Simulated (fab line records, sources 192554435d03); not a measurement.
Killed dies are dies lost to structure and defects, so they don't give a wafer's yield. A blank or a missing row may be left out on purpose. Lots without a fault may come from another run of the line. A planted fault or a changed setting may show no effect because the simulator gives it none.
Chamber matching | flow n5_finfet | N5_BEOL_M2_ETCH_74 on rie_diel-04: 4 sister chambers
The step etches underlayer in N2/H2, target depth 6.5 nm, time 5.2 s. 8 wafers are shown with their chamber, then 10 later ones without.

WAFERS WITH THEIR CHAMBER
wafer  | chamber | showerhead_plenum_p_Torr (Torr) | throttle_valve_pct (%)
L077.5 | 2       | 2.53                            | 18.16
L080.4 | 2       | 2.52                            | 18.17
L082.2 | 0       | 2.62                            | 17.63
L085.1 | 1       | 2.61                            | 17.69
L085.5 | 0       | 2.62                            | 17.65
L085.6 | 1       | 2.61                            | 17.70
L092.2 | 3       | 2.44                            | 17.71
L092.4 | 3       | 2.44                            | 17.70

WAFERS WITHOUT THEIR CHAMBER
wafer  | showerhead_plenum_p_Torr (Torr) | throttle_valve_pct (%)
L092.6 | 2.51                            | 18.23
L094.1 | 2.61                            | 17.69
L094.2 | 2.61                            | 17.32
L094.6 | 2.51                            | 18.23
L095.3 | 2.61                            | 17.68
L095.5 | 2.44                            | 17.71
L095.6 | 2.61                            | 17.31
L096.1 | 2.61                            | 17.32
L096.4 | 2.61                            | 17.34
L096.6 | 2.61                            | 17.70

WHICH CHAMBER EACH WENT THROUGH
wafer  | from the rows above | in truth
L092.6 | 2                   | 2
L094.1 | 1                   | 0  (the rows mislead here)
L094.2 | 0                   | 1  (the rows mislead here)
L094.6 | 2                   | 2
L095.3 | 1                   | 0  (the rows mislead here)
L095.5 | 3                   | 3
L095.6 | 0                   | 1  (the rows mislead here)
L096.1 | 0                   | 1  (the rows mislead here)
L096.4 | 0                   | 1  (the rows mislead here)
L096.6 | 1                   | 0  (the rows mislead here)
Placed correctly: 3 of 10. Can't be placed from these rows: 0. Placed wrongly: 7.
How it was worked out, from the rows above alone: a wafer's distance from a chamber is the root of the sum, over the readings, of the square of ((its reading less the chamber's mean) divided by the reading's scatter). The wafer belongs to the nearest chamber; if the next one is less than 2 further off, it can't be placed. A chamber's mean is the mean of its shown wafers. The scatter: the root of (the sum of the squares of (reading less its chamber's mean) over the shown wafers, divided by (wafers less chambers)).
